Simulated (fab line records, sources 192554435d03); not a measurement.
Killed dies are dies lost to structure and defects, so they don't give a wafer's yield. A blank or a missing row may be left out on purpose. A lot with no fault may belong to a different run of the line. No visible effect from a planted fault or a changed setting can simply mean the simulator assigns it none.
Split-lot study    flow n5 finfet    39 wafers read from 7 lots, route of 1938 steps

## SPLIT DETAILS
At N5_ZERO_LAYER_DEVELOP_10 (develop time 60 s), the setting develop time s was moved away from the recipe's 60 s on 12 of the 39 wafers read, by -55.5% to +43.4%. For the rest of the wafers, this setting stayed at what the recipe calls for.

## FROM SPLIT TO READING: 1 step shown by the file between the two
- N5_ZERO_LAYER_HARDBAKE_23: time 120 s

## THE READING
cd nm (nm) at N5_ZERO_LAYER_CD_MEAS_11, where the cd target is 2000 nm. A value of 2000.2 nm with a standard deviation of 2.7 nm is what fault-free wafers of this fab line usually give.

wafer   tool, chamber at the split  develop time s as run, s  against the recipe  cd nm, nm  against lot-mates on the recipe
L078.1  litho track-02, 0           60                        recipe              2003.1     -
L078.2  litho track-02, 0           26.69                     -55.5%              1983.0     -20.4
L078.3  litho track-02, 0           60                        recipe              2002.0     -
L078.4  litho track-02, 0           26.69                     -55.5%              1981.1     -22.3
L078.5  litho track-02, 0           26.69                     -55.5%              1986.6     -16.8
L078.6  litho track-02, 0           60                        recipe              2005.1     -
L079.1  litho track-05, 0           70.6                      +17.7%              2002.4     +3.3
L079.2  litho track-05, 0           70.6                      +17.7%              2000.6     +1.5
L079.3  litho track-05, 0           60                        recipe              2001.8     -
L079.4  litho track-05, 0           60                        recipe              1997.4     -
L079.5  litho track-05, 0           60                        recipe              1998.0     -
L079.6  litho track-05, 0           70.6                      +17.7%              2001.4     +2.3
L082.1  litho track-01, 0           60                        recipe              1998.0     -
L082.4  litho track-01, 0           60                        recipe              1997.2     -
L082.6  litho track-01, 0           60                        recipe              1999.3     -
L086.1  litho track-01, 0           27                        -55.0%              1980.3     -18.1
L086.2  litho track-01, 0           60                        recipe              2000.3     -
L086.3  litho track-01, 0           60                        recipe              1999.2     -
L086.4  litho track-01, 0           27                        -55.0%              1979.4     -19.0
L086.5  litho track-01, 0           60                        recipe              1995.8     -
L086.6  litho track-01, 0           27                        -55.0%              1982.3     -16.1
L090.1  litho track-02, 0           60                        recipe              2005.8     -
L090.2  litho track-02, 0           60                        recipe              2004.1     -
L090.3  litho track-02, 0           60                        recipe              2004.2     -
L090.4  litho track-02, 0           60                        recipe              2003.6     -
L090.5  litho track-02, 0           60                        recipe              2003.7     -
L090.6  litho track-02, 0           60                        recipe              2001.9     -
L093.1  litho track-02, 0           86.07                     +43.4%              2007.1     +4.0
L093.2  litho track-02, 0           86.07                     +43.4%              2011.4     +8.3
L093.3  litho track-02, 0           86.07                     +43.4%              2011.1     +8.0
L093.4  litho track-02, 0           60                        recipe              2001.2     -
L093.5  litho track-02, 0           60                        recipe              2004.0     -
L093.6  litho track-02, 0           60                        recipe              2004.0     -
L097.1  litho track-01, 0           60                        recipe              1997.4     -
L097.2  litho track-01, 0           60                        recipe              1997.8     -
L097.3  litho track-01, 0           60                        recipe              1998.7     -
L097.4  litho track-01, 0           60                        recipe              2001.2     -
L097.5  litho track-01, 0           60                        recipe              2000.6     -
L097.6  litho track-01, 0           60                        recipe              1997.8     -

FIT RESULTS
A straight line over all 39 wafers: cd nm changes by +0.292 nm for each +1% of develop time s; r = +0.92; the points scatter about the line by 3.1 nm.
The same after taking each lot's own level away (the mean of its wafers on the recipe; 39 wafers): +0.284 nm for each +1%; r = +0.95; scatter 2.4 nm.
On that fit, the largest move of develop time s shifts the reading by 16 nm.
Across the lots, their own levels run from 1998.17 to 2003.88 nm, a range of 2.1 times the standard deviation given above.
The two slopes agree, so the slope changes little with the lot-to-lot level.
Check: for one of the wafers moved furthest among these (-55.5%), held out of the fit, the line's prediction against its lot-mates is -16.3 nm. It came out at -20.4 nm against them.

## THE WHOLE CHAIN: every reading that the file lists as answering this split, in the file's order
step                      what it does              reading                                                            change (the file's fit)                r (the file's)
N5_ZERO_LAYER_CD_MEAS_11  target cd 2000 nm         cd nm                                                              +0.291 nm for each +1% of the setting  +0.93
N5_ZERO_LAYER_DESCUM_16   chemistry O2, time 7.9 s  ZERO_LAYER.cd nm (the simulator's own value, which no gauge read)  +0.295 nm for each +1% of the setting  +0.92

## THE FILE'S OWN FIT
cd nm changes by +0.291 nm for each +1% of develop time s, r = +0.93.
